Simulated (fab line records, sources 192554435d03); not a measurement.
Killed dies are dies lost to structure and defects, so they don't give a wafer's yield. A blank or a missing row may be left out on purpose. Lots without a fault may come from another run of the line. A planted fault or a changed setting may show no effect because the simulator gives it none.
fab line records | flow n5_finfet
record lots=7 wafers=39
route steps=1938 shown MOL_CONTACT_COAG@616
start_h: hours from the record's first day to the start of the lot's first wafer shown | wait_h: hours since the lot's step before | " the same as in the row above | L1.1+2: a row that stands for several wafers | - no value, or no start given | * or withheld: withheld | < > ~ a bound
route shown NAME@n: a module of which the file shows steps, and the number in the route of the first | usual: mean/standard deviation of fault-free wafers | same: alike in all rows | chamber/n: place in a boat | sites: the reading at each site | _std_site: their standard deviation | _edge_site: outer sites' mean less inner sites' | radius_mm: how far each site lies from the wafer's centre | mask NAME#n: copy n | behind: the tool/chamber that last shaped the wafer | hold: why the lot was held/for how many hours/how that ended | device: the transistor (n, p or np) that didn't switch | end of line: the same wafers' tests at the end of the route | a step without rows: its recipe alone | killed: dies lost to structure and defects at the first sort, not the wafer's yield | map: a wafer's dies, x killed, . not, _ none there
set.NAME: the setting as run; set.NAME@STEP: as run at that earlier step | model.NAME: the simulator's own value behind a step, which no gauge read
lots whose settings were changed on purpose; a table a step, a row a wafer
## steps
# step N5_MOL_CONTACT_COAG_ETCH_124
# recipe chemistry=CH3F/O2 target=SiNx target_depth_a=65 mask_material=SOC stop_on=SiOC over_etch_frac=0.3 ion_energy_ev=120 pressure_mtorr=30 source_w=395 bias_w=73 Ar_flow_sccm=150 CH3F_flow_sccm=30 O2_flow_sccm=20 ends=end_point
# usual rf_vpp_V=297.2/2.8
# columns lot.wafer tool chamber start_h wait_h set.source_w rf_vpp_V
L075.1 rie_diel-06 1 111.07 0.0 395 295.3
L075.2 " 3 " " 323.9 325.0
L075.3 " 0 " " 395 303.6
L075.4 " 2 " " 323.9 323.6
L075.5 " 0 " " 323.9 329.9
L075.6 " 3 " " 395 294.4
L080.1 rie_diel-06 1 143.11 0.0 395 296.3
L080.2 " 0 " " 395 301.0
L080.6 " 3 " " 395 294.5
L084.1 rie_diel-06 2 165.35 0.0 395 295.1
L084.2 " 3 " " 395 295.1
L084.3 " 0 " " 395 302.8
L084.4 " 1 " " 395 295.2
L084.5 " 2 " " 395 294.1
L084.6 " 3 " " 395 295.6
L086.1 rie_diel-06 1 176.64 0.0 395 296.0
L086.2 " 0 " " 395 301.0
L086.3 " 3 " " 449.9 276.3
L086.4 " 1 " " 449.9 278.1
L086.5 " 0 " " 449.9 284.0
L086.6 " 3 " " 395 295.0
L092.1 rie_diel-05 1 206.98 0.0 395 296.8
L092.2 " 3 " " 395 298.6
L092.3 " 2 " " 395 298.9
L092.4 " 0 " " 395 290.9
L092.5 " 2 " " 395 300.1
L092.6 " 3 " " 395 297.2
L093.1 rie_diel-05 1 217.52 0.0 395 296.5
L093.2 " 3 " " 395 300.0
L093.3 " 0 " " 395 293.0
L093.4 " 2 " " 395 297.9
L093.5 " 2 " " 395 299.1
L093.6 " 1 " " 395 296.4
L094.1 rie_diel-05 0 224.68 0.0 346.7 309.9
L094.2 " 3 " " 346.7 316.7
L094.3 " 2 " " 395 300.7
L094.4 " 1 " " 346.7 315.2
L094.5 " 1 " " 395 296.3
L094.6 " 2 " " 395 298.8
## key
split step=N5_MOL_CONTACT_COAG_ETCH_124 setting=source_w stated=395 by=wafer
response step=N5_MOL_CONTACT_COAG_ETCH_124 reading=rf_vpp_V change=-1.42 per=1% r=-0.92
